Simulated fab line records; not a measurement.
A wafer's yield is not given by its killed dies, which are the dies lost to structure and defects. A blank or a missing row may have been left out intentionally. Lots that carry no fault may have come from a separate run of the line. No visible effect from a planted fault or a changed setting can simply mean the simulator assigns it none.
Matching of chambers || flow n5-finfet || rie-diel-05 running N5_BEOL_M11_ETCH_61: 4 sister chambers
The step etches SiARC in CF4, target depth 39 nm, time 65 s. 8 wafers are shown with their chamber, then 10 later ones without.

EACH WAFER AND ITS CHAMBER
{"wafer": "L076.3", "chamber": 2, "showerhead-plenum-p-Torr (Torr)": 2.16, "drypump-motor-current-A (A)": 5.9}
{"wafer": "L076.6", "chamber": 2, "showerhead-plenum-p-Torr (Torr)": 2.16, "drypump-motor-current-A (A)": 5.9}
{"wafer": "L081.2", "chamber": 3, "showerhead-plenum-p-Torr (Torr)": 2.09, "drypump-motor-current-A (A)": 6.4}
{"wafer": "L081.5", "chamber": 1, "showerhead-plenum-p-Torr (Torr)": 2.20, "drypump-motor-current-A (A)": 5.7}
{"wafer": "L088.2", "chamber": 3, "showerhead-plenum-p-Torr (Torr)": 2.09, "drypump-motor-current-A (A)": 6.4}
{"wafer": "L088.6", "chamber": 0, "showerhead-plenum-p-Torr (Torr)": 2.11, "drypump-motor-current-A (A)": 5.8}
{"wafer": "L089.2", "chamber": 1, "showerhead-plenum-p-Torr (Torr)": 2.19, "drypump-motor-current-A (A)": 5.6}
{"wafer": "L089.4", "chamber": 0, "showerhead-plenum-p-Torr (Torr)": 2.11, "drypump-motor-current-A (A)": 5.8}

WAFERS WITH NO CHAMBER GIVEN
{"wafer": "L089.6", "showerhead-plenum-p-Torr (Torr)": 2.19, "drypump-motor-current-A (A)": 5.7}
{"wafer": "L091.1", "showerhead-plenum-p-Torr (Torr)": 2.09, "drypump-motor-current-A (A)": 6.4}
{"wafer": "L091.2", "showerhead-plenum-p-Torr (Torr)": 2.19, "drypump-motor-current-A (A)": 5.7}
{"wafer": "L091.6", "showerhead-plenum-p-Torr (Torr)": 2.19, "drypump-motor-current-A (A)": 5.6}
{"wafer": "L095.1", "showerhead-plenum-p-Torr (Torr)": 2.11, "drypump-motor-current-A (A)": 5.8}
{"wafer": "L095.4", "showerhead-plenum-p-Torr (Torr)": 2.14, "drypump-motor-current-A (A)": 5.9}
{"wafer": "L095.5", "showerhead-plenum-p-Torr (Torr)": 2.19, "drypump-motor-current-A (A)": 5.6}
{"wafer": "L096.1", "showerhead-plenum-p-Torr (Torr)": 2.19, "drypump-motor-current-A (A)": 5.6}
{"wafer": "L096.2", "showerhead-plenum-p-Torr (Torr)": 2.08, "drypump-motor-current-A (A)": 6.4}
{"wafer": "L096.3", "showerhead-plenum-p-Torr (Torr)": 2.10, "drypump-motor-current-A (A)": 5.8}

THE CHAMBER EACH PASSED THROUGH
{"wafer": "L089.6", "from the rows above": 1, "in truth": 1}
{"wafer": "L091.1", "from the rows above": 3, "in truth": 3}
{"wafer": "L091.2", "from the rows above": 1, "in truth": 1}
{"wafer": "L091.6", "from the rows above": 1, "in truth": 1}
{"wafer": "L095.1", "from the rows above": 0, "in truth": 0}
{"wafer": "L095.4", "from the rows above": 2, "in truth": 2}
{"wafer": "L095.5", "from the rows above": 1, "in truth": 1}
{"wafer": "L096.1", "from the rows above": 1, "in truth": 1}
{"wafer": "L096.2", "from the rows above": 3, "in truth": 3}
{"wafer": "L096.3", "from the rows above": 0, "in truth": 0}
Correct placement for 10 of the 10. Not placeable from these rows: 0. Number placed wrongly: 0.
How it was worked out, from the rows above alone: a wafer's distance from a chamber is the root of the sum, over the readings, of the square of ((its reading less the chamber's mean) divided by the reading's scatter). The wafer belongs to the nearest chamber; if the next one is less than 2 further off, it can't be placed. For every chamber, the mean is computed from those of its wafers that are shown. The scatter is the square root of a quotient: the sum, over the shown wafers, of each reading's squared deviation from its chamber's mean, divided by wafers minus chambers.
